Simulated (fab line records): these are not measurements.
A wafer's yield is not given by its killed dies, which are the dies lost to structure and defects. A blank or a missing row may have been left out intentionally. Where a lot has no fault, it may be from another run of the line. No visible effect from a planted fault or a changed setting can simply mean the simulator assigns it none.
fab line records + flow nandHarc
record
- lots=6
- wafers=14
- lastDay=23
route steps=1159 shown P_STI@91 P_GATE@111 END@1159
lots untouched by any fault: they come from a run of this same line in which no faults occurred
startH: start of the lot's first displayed wafer, in hours after the record's first day + waitH: how many hours have passed since the lot's step before this one + " unchanged from the row above + L1.1+2: a single row standing in for several wafers + - no value, or no start was given + * or withheld: withheld + < > ~ a bound
route shown NAME@n: NAME is a module with steps in the file, n the number in the route of the first one + usual: mean/standard deviation taken from wafers without a fault + same: alike in all rows + chamber/n: place in a boat + sites: the reading at each site + _std_site: how widely they spread, as a standard deviation + _edge_site: inner sites' mean taken away from outer sites' mean + radiusMm: for every site, how far away it sits from the centre of the wafer + mask NAME#n: copy n + behind: the most recent tool/chamber to have shaped the wafer + hold: what put the lot on hold/how long, in hours/how the hold closed + device: whichever transistor did not switch (one of n, p or np) + end of line: at the end of the route, the tests of the same wafers + where a step has no rows: the recipe by itself + killed: dies lost to structure and defects at the first sort, not the wafer's yield + map: shows each die of a wafer: x if killed, . if not, _ if none is there
set.NAME: the setting as run; set.NAME@STEP: as run at that earlier step + model.NAME: the simulator's own value behind a step, which no gauge read
lots seen at some steps along the route; tables by step, rows by wafer
services: when a tool's chamber went out of use (startH, in hours from the record's first day, below 0 if earlier), for how many hours, and the reason
## steps
# step NHARC_P_STI_CD_MEAS_16
# usual
- cdNm=200/3.2
| lot.wafer | tool     | chamber | startH | waitH | cdNm |
|-----------|----------|---------|--------|-------|------|
| L994.3    | cdSem-01 | -       | 44.50  | -     | 202  |
| L994.4    | "        | -       | "      | "     | 199  |
| L994.5    | "        | -       | "      | "     | 199  |
| L999.1    | cdSem-03 | -       | 79.27  | -     | 196  |
| L999.3    | "        | -       | "      | "     | 197  |
| L999.6    | "        | -       | "      | "     | 200  |
| L106.1    | cdSem-02 | -       | 120.61 | -     | 200  |
| L107.4    | cdSem-03 | -       | 126.01 | -     | 200  |
| L108.2    | cdSem-02 | -       | 134.57 | -     | 199  |
| L108.5    | "        | -       | "      | "     | 200  |
| L108.6    | "        | -       | "      | "     | 197  |
| L115.1    | cdSem-02 | -       | 174.04 | -     | 197  |
| L115.3    | "        | -       | "      | "     | 201  |
| L115.6    | "        | -       | "      | "     | 198  |
# step NHARC_P_STI_OCD_MEAS_17
# usual
- trenchDepthNm=300/5.9
- trenchFootCdNm=158/3.2
| lot.wafer | tool   | chamber | startH | waitH | trenchDepthNm | trenchFootCdNm |
|-----------|--------|---------|--------|-------|---------------|----------------|
| L994.3    | ocd-01 | -       | 44.59  | 0.1   | 303           | 161            |
| L994.4    | "      | -       | "      | "     | 301           | 157            |
| L994.5    | "      | -       | "      | "     | 308           | 159            |
| L999.1    | ocd-02 | -       | 79.36  | 0.1   | 288           | 157            |
| L999.3    | "      | -       | "      | "     | 307           | 156            |
| L999.6    | "      | -       | "      | "     | 308           | 159            |
| L106.1    | ocd-02 | -       | 120.70 | 0.1   | 305           | 159            |
| L107.4    | ocd-02 | -       | 126.09 | 0.1   | 303           | 157            |
| L108.2    | ocd-01 | -       | 134.66 | 0.1   | 300           | 159            |
| L108.5    | "      | -       | "      | "     | 288           | 161            |
| L108.6    | "      | -       | "      | "     | 300           | 157            |
| L115.1    | ocd-02 | -       | 174.13 | 0.1   | 301           | 155            |
| L115.3    | "      | -       | "      | "     | 300           | 158            |
| L115.6    | "      | -       | "      | "     | 301           | 157            |
# step NHARC_P_STI_STRIP_19
# recipe
- timeS=900
- tempC=130
- chemistry=SPM
# step NHARC_P_STI_PRECLEAN_32
# recipe
- timeS=*
- tempC=50
- bathAgeMin=0
- chemistry=SC1
# step NHARC_P_STI_SRD_23
# step NHARC_P_STI_OCD_MEAS_43
# usual
- trenchDepthNm=300/5.9
- trenchFootCdNm=158/3.1
| lot.wafer | tool   | chamber | startH | waitH | trenchDepthNm | trenchFootCdNm |
|-----------|--------|---------|--------|-------|---------------|----------------|
| L994.3    | ocd-01 | -       | 45.09  | -     | 302           | 161            |
| L994.4    | "      | -       | "      | "     | 301           | 157            |
| L994.5    | "      | -       | "      | "     | 308           | 158            |
| L999.1    | ocd-01 | -       | 79.86  | -     | 289           | 156            |
| L999.3    | "      | -       | "      | "     | 308           | 155            |
| L999.6    | "      | -       | "      | "     | 308           | 159            |
| L106.1    | ocd-01 | -       | 121.21 | -     | 305           | 159            |
| L107.4    | ocd-01 | -       | 126.60 | -     | 302           | 158            |
| L108.2    | ocd-01 | -       | 135.17 | -     | 299           | 158            |
| L108.5    | "      | -       | "      | "     | 289           | 161            |
| L108.6    | "      | -       | "      | "     | 300           | 156            |
| L115.1    | ocd-01 | -       | 174.63 | -     | 301           | 155            |
| L115.3    | "      | -       | "      | "     | 300           | 157            |
| L115.6    | "      | -       | "      | "     | 301           | 156            |
# step NHARC_P_STI_OXIDE_33
# recipe
- targetThkA=100
- tempC=1000
- oxTimeS=281
- material=SiO2
# step NHARC_P_STI_HDPCVD_20
# recipe
- targetThkA=withheld
- sigmaOpenFrac=withheld
- material=SiO2
# step NHARC_P_STI_ANNEAL_34
# recipe
- tempC=1000
- timeS=1800
# step NHARC_P_STI_CMP_21
# recipe
- tOverpolishS=20
- targetThkNm=380.67
# usual
- motorCurrentA=11.9/1.2
- overpolishRunS=20.000/0.009
| lot.wafer | tool   | chamber | startH | waitH | motorCurrentA | overpolishRunS |
|-----------|--------|---------|--------|-------|---------------|----------------|
| L994.4    | cmp-03 | 1       | 63.17  | 0.4   | 11.9          | 19.988         |
| L994.3    | "      | 3       | "      | "     | 11.4          | 20.001         |
| L994.5    | "      | 1       | "      | "     | 11.9          | 20.000         |
| L999.3    | cmp-03 | 2       | 101.61 | 0.4   | 11.8          | 20.012         |
| L999.1    | "      | 3       | "      | "     | 11.6          | 19.999         |
| L999.6    | "      | 1       | "      | "     | 11.9          | 19.989         |
| L106.1    | cmp-02 | 2       | 140.07 | 0.4   | 10.2          | 19.999         |
| L107.4    | cmp-01 | 0       | 146.30 | 0.4   | 10.9          | 20.005         |
| L108.2    | cmp-03 | 2       | 153.61 | 0.4   | 12.1          | 20.012         |
| L108.5    | "      | 0       | "      | "     | 13.1          | 19.992         |
| L108.6    | "      | 1       | "      | "     | 11.9          | 19.993         |
| L115.3    | cmp-02 | 2       | 192.12 | 0.4   | 10.1          | 20.004         |
| L115.1    | "      | 3       | "      | "     | 12.2          | 19.994         |
| L115.6    | "      | 1       | "      | "     | 12.9          | 19.980         |
# step NHARC_P_STI_SRD_35
# step NHARC_P_STI_ETCH_36
# recipe
- targetDepthA=388
- chemistry=dHF
- material=SiO2
| lot.wafer  | tool        | chamber | startH | waitH |
|------------|-------------|---------|--------|-------|
| L994.3+4+5 | wetBench-02 | 1,5,6   | 63.50  | 0.0   |
| L999.6+1+3 | wetBench-02 | 0,4,5   | 101.91 | 0.0   |
| L106.1     | wetBench-02 | 2       | 140.41 | 0.0   |
| L107.4     | wetBench-02 | 2       | 146.60 | 0.0   |
| L108.5+2+6 | wetBench-05 | 2,3,4   | 153.89 | 0.0   |
| L115.3+6+1 | wetBench-07 | 1,2,3   | 192.40 | 0.0   |
# step NHARC_P_STI_STRIP_24
# recipe
- tempC=160
- chemistry=H3PO4
- material=Si3N4
# step NHARC_P_STI_ETCH_37
# recipe
- targetDepthA=110
- chemistry=dHF
- material=SiO2
# step NHARC_P_STI_PRECLEAN_38
# recipe
- timeS=*
- tempC=50
- bathAgeMin=0
- chemistry=SC1
# step NHARC_P_STI_SRD_39
# step NHARC_P_STI_OXIDE_40
# recipe
- targetThkA=100
- tempC=900
- oxTimeS=1362
- material=SiO2
# step NHARC_P_STI_INSPECT_25
# usual
- rawDefectCount=223/78
| lot.wafer | tool             | chamber | startH | waitH | hold                    | rawDefectCount |
|-----------|------------------|---------|--------|-------|-------------------------|----------------|
| L994.3    | defectInspect-02 | -       | 71.71  | 0.4   | -                       | 201            |
| L994.4    | "                | -       | "      | "     | -                       | 169            |
| L994.5    | "                | -       | "      | "     | -                       | 215            |
| L999.1    | defectInspect-02 | -       | 111.75 | 0.4   | -                       | 387            |
| L999.3    | "                | -       | "      | "     | -                       | 548            |
| L999.6    | "                | -       | "      | "     | -                       | 247            |
| L106.1    | defectInspect-02 | -       | 148.51 | 0.4   | awaitDispo/0.2h/release | 1315           |
| L106.1    | defectInspect-02 | -       | 148.68 | 0.2   | -                       | 1292           |
| L107.4    | defectInspect-01 | -       | 156.35 | 0.4   | awaitDispo/0.2h/release | 1220           |
| L107.4    | defectInspect-01 | -       | 156.52 | 0.2   | -                       | 1238           |
| L108.2    | defectInspect-02 | -       | 164.45 | 0.4   | -                       | 235            |
| L108.5    | "                | -       | "      | "     | -                       | 272            |
| L108.6    | "                | -       | "      | "     | -                       | 220            |
| L115.1    | defectInspect-01 | -       | 200.47 | 0.4   | -                       | 156            |
| L115.3    | "                | -       | "      | "     | -                       | 177            |
| L115.6    | "                | -       | "      | "     | -                       | 226            |
# step NHARC_P_GATE_PRECLEAN_70
# recipe
- timeS=*
- tempC=50
- bathAgeMin=0
- chemistry=SC1
# step NHARC_P_GATE_SRD_01
# step NHARC_P_GATE_OXIDE_02
# recipe
- targetThkA=375
- tempC=950
- pH2oTorr=720
- oxTimeS=365
- material=SiO2
# step NHARC_P_GATE_DEHYDRATE_03
# recipe
- tempC=150
- timeS=120
# step NHARC_P_GATE_HMDS_04
# recipe
- timeS=30
# step NHARC_P_GATE_COAT_05
# recipe
- spinRpm=4690
# step NHARC_P_GATE_SOFTBAKE_06
# recipe
- tempC=122
- timeS=95
# step NHARC_P_GATE_EBR_07
# step NHARC_P_GATE_EXPOSE_08
# recipe
- na=0.6
- doseMj=16.75
- maskId=P_HV
# step NHARC_P_GATE_PEB_09
# recipe
- pebTempC=118
- pebTimeS=85
# step NHARC_P_GATE_DEVELOP_10
# recipe
- timeS=70
# step NHARC_P_GATE_CD_MEAS_11
# recipe
- targetCdNm=1640
- landingEnergyEv=500
# usual
- cdNm=1639.9/2.3
| lot.wafer | tool     | chamber | startH | waitH | cdNm   |
|-----------|----------|---------|--------|-------|--------|
| L994.3    | cdSem-01 | 0       | 79.99  | -     | 1637.5 |
| L994.4    | "        | 0       | "      | "     | 1639.2 |
| L994.5    | "        | 0       | "      | "     | 1640.6 |
| L999.1    | cdSem-03 | 0       | 120.05 | -     | 1643.3 |
| L999.3    | "        | 0       | "      | "     | 1638.6 |
| L999.6    | "        | 0       | "      | "     | 1638.1 |
| L106.1    | cdSem-01 | 0       | 156.43 | -     | 1637.6 |
| L107.4    | cdSem-03 | 0       | 164.57 | -     | 1636.7 |
| L108.2    | cdSem-02 | 0       | 172.67 | -     | 1638.5 |
| L108.5    | "        | 0       | "      | "     | 1637.8 |
| L108.6    | "        | 0       | "      | "     | 1639.8 |
| L115.1    | cdSem-01 | 0       | 208.77 | -     | 1641.5 |
| L115.3    | "        | 0       | "      | "     | 1641.4 |
| L115.6    | "        | 0       | "      | "     | 1642.0 |
# step NHARC_P_GATE_HARDBAKE_12
# recipe
- tempC=125
- timeS=80
# step NHARC_P_GATE_DESCUM_13
# recipe
- timeS=3
- o2FlowSccm=200
- arFlowSccm=0
- biasPowerW=0
- chemistry=O2
# usual
- drypumpMotorCurrentA=5.71/0.24
- oesProductAu=1.002/0.011
- rfVppV=57.8/0.87
- showerheadPlenumPTorr=1.92/0.081
- throttleValvePct=11.311/0.0087
# same
- timeS=3
| lot.wafer | tool       | chamber | startH | waitH | drypumpMotorCurrentA | oesProductAu | rfHoursCounterH | rfVppV | showerheadPlenumPTorr | throttleValvePct |
|-----------|------------|---------|--------|-------|----------------------|--------------|-----------------|--------|-----------------------|------------------|
| L994.4    | rieDiel-01 | 1       | 80.15  | -     | 5.83                 | 1.021        | 45              | 56.2   | 1.82                  | 11.295           |
| L994.3    | "          | 0       | "      | "     | 5.40                 | 1.017        | 43              | 57.8   | 1.97                  | 11.307           |
| L994.5    | "          | 1       | "      | "     | 5.87                 | 1.005        | -               | 57.8   | 1.82                  | 11.312           |
| L999.1    | rieDiel-08 | 1       | 120.22 | -     | 5.93                 | 1.018        | 27              | 58.9   | 2.01                  | 11.318           |
| L999.3    | "          | 3       | "      | "     | 5.99                 | 1.009        | 28              | 58.8   | 1.88                  | 11.314           |
| L999.6    | "          | 1       | "      | "     | 5.91                 | 1.023        | -               | 57.8   | 2.01                  | 11.303           |
| L106.1    | rieDiel-01 | 2       | 156.61 | -     | 5.81                 | 1.002        | 4               | 57.8   | 2.03                  | 11.316           |
| L107.4    | rieDiel-01 | 3       | 164.72 | -     | 6.08                 | 1.009        | 5               | 59.2   | 1.96                  | 11.304           |
| L108.2    | rieDiel-01 | 3       | 172.85 | -     | 5.96                 | 0.996        | 8               | 58.4   | 1.96                  | 11.324           |
| L108.5    | "          | 1       | "      | "     | 5.88                 | 1.006        | -               | 58.5   | 1.81                  | 11.302           |
| L108.6    | "          | 2       | "      | "     | 5.80                 | 1.008        | -               | 58.2   | 2.03                  | 11.314           |
| L115.1    | rieDiel-11 | 1       | 208.94 | -     | 5.77                 | 0.955        | 5               | 58.9   | 1.88                  | 11.300           |
| L115.3    | "          | 3       | "      | "     | 5.82                 | 0.977        | 5               | 58.7   | 2.00                  | 11.317           |
| L115.6    | "          | 0       | "      | "     | 5.44                 | 0.988        | -               | 59.8   | 2.03                  | 11.317           |
# step NHARC_P_GATE_ETCH_14
# recipe
- targetDepthA=488
- chemistry=dHF
- material=SiO2
# step NHARC_P_GATE_STRIP_15
# recipe
- timeS=780
- tempC=130
- chemistry=SPM
# step NHARC_P_GATE_PRECLEAN_71
# recipe
- timeS=*
- tempC=50
- bathAgeMin=0
- chemistry=SC1
# step NHARC_P_GATE_SRD_72
# step NHARC_P_GATE_OXIDE_16
# recipe
- targetThkA=30
- tempC=875
- oxTimeS=392
- material=SiO2
# step NHARC_P_GATE_CVD_17
# recipe
- targetThkA=1500
- tempC=620
- timeS=900
- material=poly-Si
# step NHARC_P_GATE_HM_DEP_102
# recipe
- targetThkA=1200
- tempC=400
- material=aC
# usual
- throttleValvePct=35.001/0.0087
| lot.wafer | tool      | chamber | startH | waitH | throttleValvePct |
|-----------|-----------|---------|--------|-------|------------------|
| L994.3    | aclDep-03 | 0       | 93.32  | 1.2   | 34.995           |
| L994.4    | "         | 0       | "      | "     | 35.009           |
| L994.5    | "         | 0       | "      | "     | 35.001           |
| L999.1    | aclDep-02 | 0       | 133.65 | 1.5   | 34.996           |
| L999.3    | "         | 0       | "      | "     | 34.987           |
| L999.6    | "         | 0       | "      | "     | 34.995           |
| L106.1    | aclDep-03 | 0       | 170.04 | 0.4   | 35.004           |
| L107.4    | aclDep-03 | 0       | 180.68 | 4.1   | 34.997           |
| L108.2    | aclDep-01 | 0       | 188.25 | 3.6   | 35.011           |
| L108.5    | "         | 0       | "      | "     | 34.987           |
| L108.6    | "         | 0       | "      | "     | 34.992           |
| L115.1    | aclDep-01 | 0       | 221.27 | 0.5   | 35.010           |
| L115.3    | "         | 0       | "      | "     | 35.010           |
| L115.6    | "         | 0       | "      | "     | 34.999           |
# step NHARC_P_GATE_DEP_103
# recipe
- targetThkA=300
- targetThkNm=30
- tempC=400
- flowSccm=200
- rfW=350
- material=SiON
# usual
- heaterPowerW=766/80
| lot.wafer | tool     | chamber | startH | waitH | heaterPowerW |
|-----------|----------|---------|--------|-------|--------------|
| L994.3    | pecvd-01 | 2       | 93.79  | 0.4   | 823          |
| L994.5    | "        | 1       | "      | "     | 670          |
| L994.4    | "        | 0       | "      | "     | 749          |
| L999.1    | pecvd-01 | 0       | 134.34 | 0.6   | 647          |
| L999.3    | "        | 1       | "      | "     | 673          |
| L999.6    | "        | 1       | "      | "     | 697          |
| L106.1    | pecvd-04 | 1       | 171.08 | 0.9   | 918          |
| L107.4    | pecvd-04 | 1       | 181.18 | 0.4   | 766          |
| L108.2    | pecvd-01 | 2       | 188.83 | 0.5   | 982          |
| L108.5    | "        | 2       | "      | "     | 959          |
| L108.6    | "        | 0       | "      | "     | 765          |
| L115.1    | pecvd-03 | 0       | 221.93 | 0.6   | 817          |
| L115.3    | "        | 1       | "      | "     | 741          |
| L115.6    | "        | 1       | "      | "     | 764          |
# step NHARC_P_GATE_INSPECT_28
# usual
- rawDefectCount=5.8/2.6
| lot.wafer | tool             | chamber | startH | waitH | hold                    | rawDefectCount |
|-----------|------------------|---------|--------|-------|-------------------------|----------------|
| L994.3    | defectInspect-01 | -       | 94.58  | 0.0   | -                       | 5              |
| L994.4    | "                | -       | "      | "     | -                       | 4              |
| L994.5    | "                | -       | "      | "     | -                       | 6              |
| L999.1    | defectInspect-01 | -       | 135.17 | 0.0   | -                       | 4              |
| L999.3    | "                | -       | "      | "     | -                       | 4              |
| L999.6    | "                | -       | "      | "     | -                       | 6              |
| L106.1    | defectInspect-02 | -       | 171.76 | 0.0   | awaitDispo/0.2h/release | 1022           |
| L106.1    | defectInspect-02 | -       | 171.93 | 0.2   | -                       | 1009           |
| L107.4    | defectInspect-02 | -       | 181.87 | 0.0   | awaitDispo/0.2h/release | 965            |
| L107.4    | defectInspect-02 | -       | 182.04 | 0.2   | -                       | 974            |
| L108.2    | defectInspect-01 | -       | 189.62 | 0.0   | -                       | 3              |
| L108.5    | "                | -       | "      | "     | -                       | 7              |
| L108.6    | "                | -       | "      | "     | -                       | 6              |
| L115.1    | defectInspect-01 | -       | 222.74 | 0.0   | -                       | 7              |
| L115.3    | "                | -       | "      | "     | -                       | 4              |
| L115.6    | "                | -       | "      | "     | -                       | 5              |
# step NHARC_END_SORT_01
# recipe
- tempC=25
# usual
- killedAtArray=27/9.9
- killedAtOther=0.5/0.76
- killedAtPeriphery=3.4/2.2
- killedDies=31/10
- killedOpen=3.3/2
- killedShort=2.0/1.5
# same
- grossDies=677
| lot.wafer | tool      | chamber | startH | waitH | killedAtArray | killedAtOther | killedAtPeriphery | killedDies | killedOpen | killedShort |
|-----------|-----------|---------|--------|-------|---------------|---------------|-------------------|------------|------------|-------------|
| L106.1    | prober-02 | 0       | 517.54 | 2.5   | 19            | 0             | 52                | 71         | 1          | 1           |
| L108.2    | prober-01 | 0       | 532.08 | 2.8   | 33            | 0             | 7                 | 40         | 1          | 2           |
| L108.5    | prober-01 | 0       | 534.51 | 3.7   | 31            | 0             | 5                 | 36         | 5          | 1           |
| L108.6    | prober-01 | 0       | 535.32 | 4.1   | 33            | 1             | 7                 | 41         | 5          | 3           |
| L107.4    | prober-02 | 0       | 533.68 | 3.4   | 37            | 1             | 59                | 97         | 1          | 3           |
# killed by level:class
L106.1 P_STI:unspecified=51 A_CHANNEL_HOLE_D1:chamberFilmFlake=10 A_STAIRCASE:chamberFilmFlake=3 A_CONTACT:chamberFilmFlake=3 A_SGD_CUT:geometricParticle:short=1 A_SGD_CUT:geometricParticle:open=1 P_GATE:chamberFilmFlake=1 A_WL_FILL:chamberFilmFlake=1
L108.2 A_CHANNEL_HOLE_D1:chamberFilmFlake=26 P_M0:chamberFilmFlake=3 A_CONTACT:chamberFilmFlake=3 P_BONDPAD:chamberFilmFlake=2 P_M1:geometricParticle:short=1 A_CHANNEL_FILL_D1:geometricParticle:short=1 A_M1:geometricParticle:open=1 P_ZERO_WELL:chamberFilmFlake=1
L107.4 P_STI:unspecified=58 A_SLIT:chamberFilmFlake=15 A_CHANNEL_HOLE_D1:chamberFilmFlake=8 A_CONTACT:chamberFilmFlake=5 A_STAIRCASE:chamberFilmFlake=2 A_SOURCE_PLATE:geometricParticle:short=1 A_ONON_D1:geometricParticle:short=1 A_CONTACT:geometricParticle:short=1
L108.5 A_CHANNEL_HOLE_D1:chamberFilmFlake=19 A_CONTACT:chamberFilmFlake=5 P_ZERO_WELL:chamberFilmFlake=2 P_CONTACT:geometricParticle:open=1 A_CHANNEL_FILL_D1:geometricParticle:short=1 A_CHANNEL_FILL_D1:geometricParticle:open=1 A_WL_FILL:geometricParticle:open=1 A_CONTACT:geometricParticle:open=1
L108.6 A_CHANNEL_HOLE_D1:chamberFilmFlake=21 A_CONTACT:chamberFilmFlake=5 P_BONDPAD:chamberFilmFlake=3 P_M0:geometricParticle:open=2 A_WL_FILL:geometricParticle:short=2 A_STAIRCASE:geometricParticle:open=1 A_WL_FILL:geometricParticle:open=1 A_M1:geometricParticle:short=1
# map L106.1 (x killed, . not)
____________x____________
_________xxxxxxx_________
_______xxxxxxx...._______
______xxxxxxxx.....______
_____xxxxxxxxx......_____
____..xxxxxxxx.......____
____xxxxxxxx.........____
___..x.xxxxxx.........___
___...xxx.............___
__.....x.x.............__
__.....................__
_......x...............x_
_......................._
_............x.........._
_......................._
_x................x....._
.x.......................
.........................
.........................
.........................
..........x..............
_......................._
_.x....................._
_.........x............._
_......................._
_......................._
__................x....__
__.....................__
___...................___
___.................x.___
____.................____
____.................____
_____..............._____
______.............______
_______..........._______
_________......._________
____________.____________
# map L107.4 (x killed, . not)
____________x____________
_________xxxxx.._________
_______xxxxxxxx..._______
______xxxxxxxxx....______
_____xxxxxxxxx......_____
____.xxxxxxxxx..x..x.____
____...xxxxxx..x..xx.____
___.....xxxxx..x.xx...___
___....xx.xxx.xxx.x...___
__...x.......xxx...x...__
__.......x..x..xxx.....__
_.............x.x......._
_..............x.xx.x..._
_...............x......._
_..........x.........x.._
_......................._
.............x..........x
x........................
.........................
.........................
.........................
_......................._
_....x.................._
_......................._
_......................._
_......................._
__.................x...__
__.....................__
___...................___
___...................___
____..............x..____
____..x..............____
_____..............x_____
______.............______
_______......x...._______
_________......._________
____________.____________
## services
| tool        | chamber | startH | hours | kind   |
|-------------|---------|--------|-------|--------|
| aclDep-03   | -       | 43.24  | 13.0  | pm     |
| cmp-03      | -       | 45.89  | 1.8   | repair |
| pecvd-01    | -       | 56.00  | 13.0  | pm     |
| cmp-03      | -       | 58.00  | 4.0   | pm     |
| rieDiel-11  | 2       | 58.84  | 3.0   | repair |
| cmp-02      | -       | 68.71  | 11.7  | repair |
| rieDiel-01  | 3       | 72.10  | 7.7   | repair |
| cmp-03      | -       | 85.15  | 2.0   | repair |
| cmp-02      | -       | 90.15  | 1.0   | repair |
| rieDiel-01  | 0       | 91.39  | 3.6   | repair |
| wetBench-07 | -       | 96.02  | 8.0   | pm     |
| rieDiel-01  | -       | 104.52 | 1.6   | repair |
| cmp-03      | -       | 105.03 | 3.6   | repair |
| cmp-02      | -       | 108.20 | 3.4   | repair |
| pecvd-03    | -       | 111.34 | 13.0  | pm     |
| aclDep-01   | -       | 113.77 | 13.0  | pm     |
| cmp-02      | -       | 128.59 | 4.0   | pm     |
| rieDiel-01  | -       | 137.88 | 9.0   | pm     |
| aclDep-01   | -       | 142.78 | 6.6   | repair |
| cmp-03      | -       | 156.00 | 4.0   | pm     |
| cmp-02      | -       | 167.30 | 0.9   | repair |
| cmp-03      | -       | 178.11 | 2.4   | repair |
| wetBench-02 | -       | 180.00 | 8.0   | pm     |
| pecvd-01    | 1       | 213.77 | 15.4  | repair |
## key
firstSign
- step=NHARC_P_STI_INSPECT_25
- reading=visit
- direction=added
effect
- step=NHARC_P_STI_INSPECT_25
- reading=rawDefectCount
- direction=up
- sigmas=13
- usual=223
- struck=1268
effect
- step=NHARC_P_GATE_INSPECT_28
- reading=rawDefectCount
- direction=up
- sigmas=99+
- usual=5.8
- struck=993.5
effect
- step=NHARC_END_SORT_01
- reading=killedAtPeriphery
- direction=up
- sigmas=23
- usual=3.4
- struck=55.5
moreKillsBornAt
- NHARC_P_STI_ETCH_36@wetBench-02=109
metAt NHARC_P_STI_ETCH_36
struckWafers L106.1,L107.4
testerLeftOut L106,L107
fault
- kind=chamberParticleSource
- tool=wetBench-02
- chamber=2
- onsetH=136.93
- steps=NHARC_P_STI_ETCH_36
- ratePerVisitCm2=1.5599
- endH=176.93
# testerLeftOut: of these lots the tester's yield and bins aren't shown, on N5 and GAA mostly nor the transistor test; their killed dies are dies lost to structure and defects alone, not to doping, threshold or leakage, so they don't give the yield
